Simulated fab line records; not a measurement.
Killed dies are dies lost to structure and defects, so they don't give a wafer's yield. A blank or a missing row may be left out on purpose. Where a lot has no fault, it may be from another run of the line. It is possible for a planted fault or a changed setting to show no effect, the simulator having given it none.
fab line records ; flow nand-harc
record lots=15; wafers=44; last-day=31
route steps=1302 shown A_CHANNEL_FILL_D1@508 A_ONON_D2@547
lots with no fault: from the same line, run without faults
start-h: hours from the record's opening day to when the first of the lot's shown wafers began ; wait-h: hours elapsed since this lot's preceding step ; " identical to the entry in the row above ; L1.1+2: one row covering several wafers at once ; - no value, or no start was given ; * or withheld: withheld ; < > ~ a bound
route shown NAME@n: a module of which the file shows steps, and the number in the route of the first ; usual: mean/standard deviation of fault-free wafers ; same: alike in all rows ; chamber/n: place in a boat ; sites: readings site by site ; _std_site: the standard deviation of these ; _edge_site: mean of outer sites minus mean of inner sites ; radius-mm: how far each site lies from the wafer's centre ; mask NAME#n: copy n ; behind: tool/chamber where the wafer was last shaped ; hold: why the lot was held/for how many hours/how that ended ; device: the n, p or np transistor that did not switch ; end of line: the route-end tests of the same wafers ; a step with no rows: only its recipe ; killed: the dies lost at the first sort to structure and to defects; this is not the yield of the wafer ; map: a wafer's dies, marking killed ones x, the rest . and places with no die _
set.NAME: the setting that was run; set.NAME@STEP: the one run at that earlier step ; model.NAME: the simulator's own value behind a step, which no gauge read
one table for each step of the route and one row for each wafer, over a sample of lots
services: from which hour (start-h, from the record's first day; less than 0 if before it) a tool's chamber was out of use, for how many hours, and why
## steps
# step NHARC_A_CHANNEL_FILL_D1_ETCHBACK_08
# recipe target-depth-a=2200; time-s=110; c4f8-flow-sccm=20; ar-flow-sccm=withheld; rf-w=600; bias-w=300; chemistry=C4F8
# usual oes-product-au=0.95/0.036; rf-vpp-V=439.5/2.8
lot.wafer;tool;chamber;start-h;wait-h;oes-product-au;rf-hours-counter-h;rf-vpp-V
L387.4;rie-diel-04;0;-;-;1.02;3.1;441.3
L387.5;rie-diel-04;1;-;-;1.01;-;437.8
L387.6;rie-diel-04;2;-;-;1.00;-;440.0
L389.2;rie-diel-02;3;-;-;0.92;0.9;436.6
L389.4;rie-diel-02;2;-;-;0.94;0.7;440.0
L389.5;rie-diel-02;0;-;-;0.92;-;443.2
L390.3;rie-diel-02;3;-;-;0.92;1.0;436.1
L390.1;rie-diel-02;0;-;-;0.92;1.1;443.1
L390.2;rie-diel-02;2;-;-;0.93;0.8;439.7
L391.3;rie-diel-04;1;-;-;0.92;5.4;436.5
L391.1;rie-diel-04;0;-;-;0.92;5.6;440.5
L391.4;rie-diel-04;3;-;-;0.92;-;440.1
L393.3;rie-diel-04;1;-;-;0.92;6.5;436.0
L393.1;rie-diel-04;3;-;-;0.92;5.4;438.0
L393.5;rie-diel-04;0;-;-;0.93;-;441.8
L394.4;rie-diel-10;0;-;-;0.92;3.2;436.7
L394.1;rie-diel-10;1;-;-;0.92;3.0;443.9
L394.3;rie-diel-10;2;-;-;0.92;2.6;437.0
L395.1;rie-diel-04;2;-;-;0.93;6.7;439.6
L395.3;rie-diel-04;3;-;-;0.93;6.5;439.1
L395.6;rie-diel-04;2;-;-;0.92;-;438.3
L396.1;rie-diel-10;0;-;-;0.99;3.7;436.9
L396.4;rie-diel-10;2;-;-;0.99;3.3;436.7
L396.6;rie-diel-10;0;-;-;1.00;-;438.5
L399.3;rie-diel-10;1;-;-;0.99;6.1;443.6
L399.4;rie-diel-10;0;-;-;0.99;-;437.9
L399.6;rie-diel-10;1;-;-;1.00;-;445.0
L400.2;rie-diel-02;3;-;-;0.92;4.2;437.6
L400.6;rie-diel-02;1;-;-;0.93;-;445.4
L400.5;rie-diel-02;2;-;-;0.92;-;440.2
L401.4;rie-diel-10;3;-;-;0.93;6.9;436.8
L401.2;rie-diel-10;0;-;-;0.92;9.7;437.3
L401.5;rie-diel-10;2;-;-;0.92;-;437.9
L402.4;rie-diel-04;2;-;-;0.99;1.0;440.6
L402.2;rie-diel-04;3;-;-;1.01;1.2;439.2
L402.5;rie-diel-04;1;-;-;1.00;-;436.2
L403.3;rie-diel-10;0;-;-;0.92;10.7;437.4
L403.4;rie-diel-10;1;-;-;0.93;10.0;443.4
L403.6;rie-diel-10;1;-;-;0.91;-;443.2
L405.2;rie-diel-04;2;-;-;0.99;2.1;438.7
L405.4;rie-diel-04;3;-;-;1.00;2.3;439.1
L406.2;rie-diel-04;2;-;-;0.94;2.7;438.8
L406.5;rie-diel-04;3;-;-;0.92;-;438.9
L406.6;rie-diel-04;0;-;-;0.93;-;442.1
# step NHARC_A_ONON_D2_DEP_03
# recipe target-thk-a=10000; n2-flow-sccm=2750; n2o-flow-sccm=2000; nh3-flow-sccm=500; sih4-flow-sccm=210; temp-c=400
# usual n2o-flow-sccm=1998/6.8
lot.wafer;tool;chamber;start-h;wait-h;n2o-flow-sccm
L387.4;pecvd-onon-02;0;281.42;0.2;1999
L387.5;pecvd-onon-02;0;281.42;0.2;2016
L387.6;pecvd-onon-02;0;281.42;0.2;2009
L389.2;pecvd-onon-01;0;289.76;0.1;1999
L389.4;pecvd-onon-01;0;289.76;0.1;2007
L389.5;pecvd-onon-01;0;289.76;0.1;1992
L390.1;pecvd-onon-02;0;306.77;0.1;2004
L390.2;pecvd-onon-02;0;306.77;0.1;1996
L390.3;pecvd-onon-02;0;306.77;0.1;1990
L391.1;pecvd-onon-01;0;313.82;0.1;1999
L391.3;pecvd-onon-01;0;313.82;0.1;1999
L391.4;pecvd-onon-01;0;313.82;0.1;1996
L393.1;pecvd-onon-03;0;323.76;0.1;2011
L393.3;pecvd-onon-03;0;323.76;0.1;1993
L393.5;pecvd-onon-03;0;323.76;0.1;1999
L394.1;pecvd-onon-03;0;348.82;0.1;2006
L394.3;pecvd-onon-03;0;348.82;0.1;1996
L394.4;pecvd-onon-03;0;348.82;0.1;2011
L395.1;pecvd-onon-01;0;352.88;0.1;2002
L395.3;pecvd-onon-01;0;352.88;0.1;2001
L395.6;pecvd-onon-01;0;352.88;0.1;2001
L396.1;pecvd-onon-01;0;361.88;0.1;2001
L396.4;pecvd-onon-01;0;361.88;0.1;1999
L396.6;pecvd-onon-01;0;361.88;0.1;1997
L399.3;pecvd-onon-03;0;387.63;0.2;2005
L399.4;pecvd-onon-03;0;387.63;0.2;2003
L399.6;pecvd-onon-03;0;387.63;0.2;2006
L400.2;pecvd-onon-01;0;409.35;0.1;2003
L400.5;pecvd-onon-01;0;409.35;0.1;2009
L400.6;pecvd-onon-01;0;409.35;0.1;1997
L401.2;pecvd-onon-03;0;423.13;0.1;1986
L401.4;pecvd-onon-03;0;423.13;0.1;2001
L401.5;pecvd-onon-03;0;423.13;0.1;2001
L402.2;pecvd-onon-01;0;423.13;0.1;2009
L402.4;pecvd-onon-01;0;423.13;0.1;2003
L402.5;pecvd-onon-01;0;423.13;0.1;2001
L403.3;pecvd-onon-03;0;435.64;0.2;1993
L403.4;pecvd-onon-03;0;435.64;0.2;1998
L403.6;pecvd-onon-03;0;435.64;0.2;1992
L405.2;pecvd-onon-03;0;452.85;0.1;1996
L405.4;pecvd-onon-03;0;452.85;0.1;1998
L406.2;pecvd-onon-03;0;458.63;0.1;1994
L406.5;pecvd-onon-03;0;458.63;0.1;1998
L406.6;pecvd-onon-03;0;458.63;0.1;1998
# step NHARC_A_ONON_D2_THK_MEAS_05
# recipe thk-meas-gauge=ellipsometry
# usual thk-nm=998/8.2
lot.wafer;tool;chamber;start-h;wait-h;thk-nm
L387.4;film-metro-02;-;281.76;-;986
L387.5;film-metro-02;-;281.76;-;987
L387.6;film-metro-02;-;281.76;-;986
L389.2;film-metro-01;-;290.22;-;994
L389.4;film-metro-01;-;290.22;-;995
L389.5;film-metro-01;-;290.22;-;997
L390.1;film-metro-01;-;307.29;-;985
L390.2;film-metro-01;-;307.29;-;986
L390.3;film-metro-01;-;307.29;-;984
L391.1;film-metro-02;-;314.33;-;993
L391.3;film-metro-02;-;314.33;-;992
L391.4;film-metro-02;-;314.33;-;991
L393.1;film-metro-01;-;324.27;-;997
L393.3;film-metro-01;-;324.27;-;998
L393.5;film-metro-01;-;324.27;-;998
L394.1;film-metro-01;-;349.33;-;1023
L394.3;film-metro-01;-;349.33;-;1022
L394.4;film-metro-01;-;349.33;-;1022
L395.1;film-metro-01;-;353.39;-;986
L395.3;film-metro-01;-;353.39;-;987
L395.6;film-metro-01;-;353.39;-;990
L396.1;film-metro-01;-;362.39;-;1002
L396.4;film-metro-01;-;362.39;-;1004
L396.6;film-metro-01;-;362.39;-;1004
L399.3;film-metro-01;-;388.02;-;1004
L399.4;film-metro-01;-;388.02;-;1002
L399.6;film-metro-01;-;388.02;-;1003
L400.2;film-metro-01;-;409.83;-;990
L400.5;film-metro-01;-;409.83;-;989
L400.6;film-metro-01;-;409.83;-;989
L401.2;film-metro-01;-;423.58;-;992
L401.4;film-metro-01;-;423.58;-;992
L401.5;film-metro-01;-;423.58;-;995
L402.2;film-metro-02;-;423.59;-;1000
L402.4;film-metro-02;-;423.59;-;1003
L402.5;film-metro-02;-;423.59;-;1000
L403.3;film-metro-01;-;436.04;-;985
L403.4;film-metro-01;-;436.04;-;627
L403.6;film-metro-01;-;436.04;-;988
L405.2;film-metro-01;-;453.30;-;634
L405.4;film-metro-01;-;453.30;-;635
L406.2;film-metro-02;-;459.09;-;648
L406.5;film-metro-02;-;459.09;-;1006
L406.6;film-metro-02;-;459.09;-;1009
## services
tool;chamber;start-h;hours;kind
rie-diel-02;-;216.70;9.0;pm
rie-diel-04;3;225.27;8.1;repair
pecvd-onon-03;-;227.00;13.0;pm
rie-diel-10;-;233.80;0.4;repair
rie-diel-10;-;242.60;9.0;pm
pecvd-onon-03;-;247.38;4.6;repair
rie-diel-04;2;266.46;4.8;repair
pecvd-onon-01;-;269.21;13.0;pm
rie-diel-04;0;296.28;1.6;repair
rie-diel-04;-;299.33;2.6;repair
rie-diel-04;-;302.68;0.5;repair
rie-diel-02;-;308.85;0.6;repair
rie-diel-10;3;336.75;24.6;repair
rie-diel-04;-;341.33;1.8;repair
rie-diel-02;3;347.78;4.5;repair
rie-diel-10;0;348.38;1.4;repair
rie-diel-04;-;354.90;9.0;pm
rie-diel-02;0;363.89;69.9;repair
pecvd-onon-01;-;389.10;10.2;repair
rie-diel-04;1;389.77;7.9;repair
pecvd-onon-03;-;408.00;13.0;pm
rie-diel-10;-;419.60;9.0;pm
pecvd-onon-01;-;450.21;13.0;pm
rie-diel-10;2;457.22;21.3;repair
## key
first-sign step=NHARC_A_ONON_D2_THK_MEAS_05; reading=thk-nm; direction=down; sigmas=44; usual=998; struck=636
effect none on later readings
met-at NHARC_A_ONON_D2_DEP_03
struck-lots L403,L405,L406
struck-wafers L403.4,L405.2,L405.4,L406.2
later-rows-left-out L403.4,L405.2,L405.4,L406.2
sort-left-out L403.4,L405.2,L405.4,L406.2
tester-left-out L403,L405,L406
not-acting-at NHARC_A_CHANNEL_FILL_D1_ETCHBACK_08
onset-between 423.13 435.64
fault kind=process-parameter-drift; tool=pecvd-onon-03; chamber=-; onset-h=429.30; steps=NHARC_A_ONON_D2_DEP_03; channel=target-thk-a; offset=*; shape=step; end-h=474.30; scope=struck-wafers-only; acts-in=*; stated=*
# tester-left-out: of these lots the tester's yield and bins aren't shown, on N5 and GAA mostly nor the transistor test; their killed dies are dies lost to structure and defects alone, not to doping, threshold or leakage, so they don't give the yield
# sort-left-out: the simulated sort isn't trusted on such a fault, so these wafers' sort isn't shown, and their yield isn't known
# later-rows-left-out: the simulator's readings of these wafers behind a module that went badly wrong aren't trusted and aren't shown, but for the sort
